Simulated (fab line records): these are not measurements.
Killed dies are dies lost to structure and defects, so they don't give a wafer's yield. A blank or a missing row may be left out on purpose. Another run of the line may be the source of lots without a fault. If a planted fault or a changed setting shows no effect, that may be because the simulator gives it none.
Matching of chambers / flow n5Finfet / rieDiel-02 running N5_BEOL_M12_DESCUM_15: 4 sister chambers
The step chemistry O2, time 7.9 s. 8 wafers are shown with their chamber, then 8 later ones without.

== WAFERS PAIRED WITH THEIR CHAMBERS ==
wafer=L076.6; chamber=2; drypumpMotorCurrentA (A)=5.3; showerheadPlenumPTorr (Torr)=1.98
wafer=L083.6; chamber=3; drypumpMotorCurrentA (A)=5.1; showerheadPlenumPTorr (Torr)=2.17
wafer=L084.5; chamber=1; drypumpMotorCurrentA (A)=5.2; showerheadPlenumPTorr (Torr)=2.09
wafer=L084.6; chamber=0; drypumpMotorCurrentA (A)=6.2; showerheadPlenumPTorr (Torr)=1.99
wafer=L086.1; chamber=1; drypumpMotorCurrentA (A)=5.2; showerheadPlenumPTorr (Torr)=2.09
wafer=L086.3; chamber=3; drypumpMotorCurrentA (A)=5.1; showerheadPlenumPTorr (Torr)=2.17
wafer=L086.5; chamber=0; drypumpMotorCurrentA (A)=6.1; showerheadPlenumPTorr (Torr)=1.99
wafer=L090.3; chamber=2; drypumpMotorCurrentA (A)=5.3; showerheadPlenumPTorr (Torr)=1.97

== WAFERS WITH NO CHAMBER GIVEN ==
wafer=L090.4; drypumpMotorCurrentA (A)=5.3; showerheadPlenumPTorr (Torr)=2.09
wafer=L090.6; drypumpMotorCurrentA (A)=5.3; showerheadPlenumPTorr (Torr)=1.97
wafer=L094.3; drypumpMotorCurrentA (A)=5.3; showerheadPlenumPTorr (Torr)=2.23
wafer=L094.5; drypumpMotorCurrentA (A)=6.2; showerheadPlenumPTorr (Torr)=1.98
wafer=L094.6; drypumpMotorCurrentA (A)=5.2; showerheadPlenumPTorr (Torr)=2.08
wafer=L096.1; drypumpMotorCurrentA (A)=6.2; showerheadPlenumPTorr (Torr)=1.98
wafer=L096.2; drypumpMotorCurrentA (A)=5.2; showerheadPlenumPTorr (Torr)=2.08
wafer=L096.5; drypumpMotorCurrentA (A)=5.3; showerheadPlenumPTorr (Torr)=2.23

== CHAMBER TAKEN BY EACH ==
wafer=L090.4; from the rows above=1; in truth=1
wafer=L090.6; from the rows above=2; in truth=2
wafer=L094.3; from the rows above=3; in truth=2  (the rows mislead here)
wafer=L094.5; from the rows above=0; in truth=0
wafer=L094.6; from the rows above=1; in truth=1
wafer=L096.1; from the rows above=0; in truth=0
wafer=L096.2; from the rows above=1; in truth=1
wafer=L096.5; from the rows above=3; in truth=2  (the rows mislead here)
Placed correctly: 6 of 8. Number that these rows cannot place: 0. 2 placed wrongly.
How it was worked out, from the rows above alone: a wafer's distance from a chamber is the root of the sum, over the readings, of the square of ((its reading less the chamber's mean) divided by the reading's scatter). The wafer belongs to the nearest chamber; if the next one is less than 2 further off, it can't be placed. A chamber's mean is the mean of its shown wafers. The scatter: the root of (the sum of the squares of (reading less its chamber's mean) over the shown wafers, divided by (wafers less chambers)).
